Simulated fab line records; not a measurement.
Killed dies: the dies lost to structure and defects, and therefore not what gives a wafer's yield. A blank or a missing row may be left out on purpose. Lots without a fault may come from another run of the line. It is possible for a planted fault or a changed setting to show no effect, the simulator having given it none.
Chamber matching | flow n5-finfet | N5_FIN_SAQP_MANDREL2_REMOVE_60 on rie-si-01 has 4 sister chambers
The step chemistry HBr/Cl2/O2, target a-Si, stops on SiNx, bt time 10 s. 18 wafers are shown with their chamber, then 9 later ones without.

== WAFERS WITH THEIR CHAMBER ==
wafer  | chamber | drypump-motor-current-A (A) | throttle-valve-pct (%) | oes-product-au (a.u.)
L077.2 | 3       | 5.5                         | 36.9                   | 1.006
L077.4 | 0       | 6.6                         | 36.8                   | 1.008
L077.6 | 2       | 5.5                         | 36.7                   | 1.026
L079.1 | 0       | 6.6                         | 36.8                   | 1.015
L079.5 | 2       | 5.5                         | 36.7                   | 1.019
L079.6 | 1       | 5.5                         | 37.2                   | 1.002
L081.1 | 0       | 6.6                         | 36.8                   | 1.014
L081.2 | 3       | 5.5                         | 36.9                   | 1.003
L081.4 | 1       | 5.4                         | 37.2                   | 1.010
L087.2 | 3       | 5.5                         | 37.0                   | 1.013
L087.5 | 3       | 5.5                         | 36.9                   | 1.009
L087.6 | 2       | 5.5                         | 36.7                   | 1.019
L088.1 | 3       | 5.5                         | 37.0                   | 1.016
L088.2 | 2       | 5.5                         | 36.7                   | 1.031
L088.3 | 1       | 5.5                         | 37.2                   | 1.005
L088.4 | 0       | 6.6                         | 36.8                   | 1.015
L088.5 | 2       | 5.5                         | 36.7                   | 1.024
L088.6 | 3       | 5.5                         | 37.0                   | 1.011

SIGNATURES, as means of the wafers listed above
reading                 | chamber 0 | chamber 1 | chamber 2 | chamber 3 | scatter within a chamber
drypump-motor-current-A | 6.600     | 5.467     | 5.500     | 5.500     | 0.0218
throttle-valve-pct      | 36.800    | 37.200    | 36.700    | 36.950    | 0.0327
oes-product-au          | 1.01300   | 1.00567   | 1.02380   | 1.00967   | 0.00448
Rule: distance of a wafer from a chamber = root of the sum over the readings of ((wafer's reading minus chamber's mean) / reading's scatter) squared. If the next closest chamber is less than 2 further off than the closest, the wafer can't be placed; otherwise it belongs to the closest. How the scatter is found: for the shown wafers, subtract from each reading the mean of its chamber, square and add these, divide the total by (wafers less chambers), then take the root.

== WAFERS WITHOUT THEIR CHAMBER ==
wafer  | drypump-motor-current-A (A) | throttle-valve-pct (%) | oes-product-au (a.u.)
L092.1 | 5.5                         | 37.2                   | 1.006
L092.2 | 6.6                         | 36.8                   | 1.010
L092.5 | 5.5                         | 37.2                   | 1.005
L093.3 | 6.6                         | 36.8                   | 1.014
L093.5 | 5.4                         | 37.2                   | 0.996
L093.6 | 5.5                         | 36.7                   | 1.016
L096.4 | 6.6                         | 36.8                   | 1.001
L096.5 | 5.5                         | 36.5                   | 0.990
L096.6 | 5.5                         | 36.7                   | 1.008

== CHAMBER TAKEN BY EACH ==
wafer  | from the rows above | in truth
L092.1 | 1                   | 1
L092.2 | 0                   | 0
L092.5 | 1                   | 1
L093.3 | 0                   | 0
L093.5 | 1                   | 1
L093.6 | 2                   | 2
L096.4 | 0                   | 0
L096.5 | 2                   | 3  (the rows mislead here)
L096.6 | 2                   | 2
Correctly placed: 8 of 9. Can't be placed from these rows: 0. Wrongly placed: 1.
